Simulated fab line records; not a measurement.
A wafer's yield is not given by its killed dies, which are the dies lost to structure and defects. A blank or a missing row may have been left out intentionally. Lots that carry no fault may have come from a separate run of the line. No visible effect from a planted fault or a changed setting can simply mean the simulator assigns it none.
Chamber matching ; flow n5 finfet ; 4 sister chambers for N5_SD_EPI_P_ETCH_16 on rie diel-02
The step etches SiO2 in CHF3/O2, target depth 5 nm. 4 wafers are shown with their chamber, then 9 later ones without.

== WAFERS, EACH WITH ITS CHAMBER ==
wafer;chamber;showerhead plenum p Torr (Torr)
L081.3;0;2.41
L083.1;1;2.50
L083.2;2;2.39
L083.3;3;2.55

== WAFERS MISSING THEIR CHAMBER ==
wafer;showerhead plenum p Torr (Torr)
L084.1;2.55
L084.3;2.41
L084.6;2.40
L092.1;2.40
L092.4;2.50
L092.5;2.40
L097.1;2.38
L097.2;2.40
L097.5;2.38

== EACH ONE'S CHAMBER ==
wafer;from the rows above;in truth
L084.1;3;3
L084.3;0;0
L084.6;can't be placed: 2 or 0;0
L092.1;can't be placed: 2 or 0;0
L092.4;1;1
L092.5;can't be placed: 2 or 0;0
L097.1;2;2
L097.2;can't be placed: 2 or 0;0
L097.5;2;2
5 of 9 placed correctly. From these rows, 4 cannot be placed; in 4 the true chamber is one of the candidates. Wrongly placed: 0.
How it was worked out, from the rows above alone: a wafer's distance from a chamber is the root of the sum, over the readings, of the square of ((its reading less the chamber's mean) divided by the reading's scatter). If the next closest chamber is less than 2 further off than the closest, the wafer can't be placed; otherwise it belongs to the closest. The mean given for a chamber averages the wafers shown for that chamber. The scatter: with one shown wafer a chamber, the root of the mean of the squares of how far each hidden wafer lies from its nearest shown one.
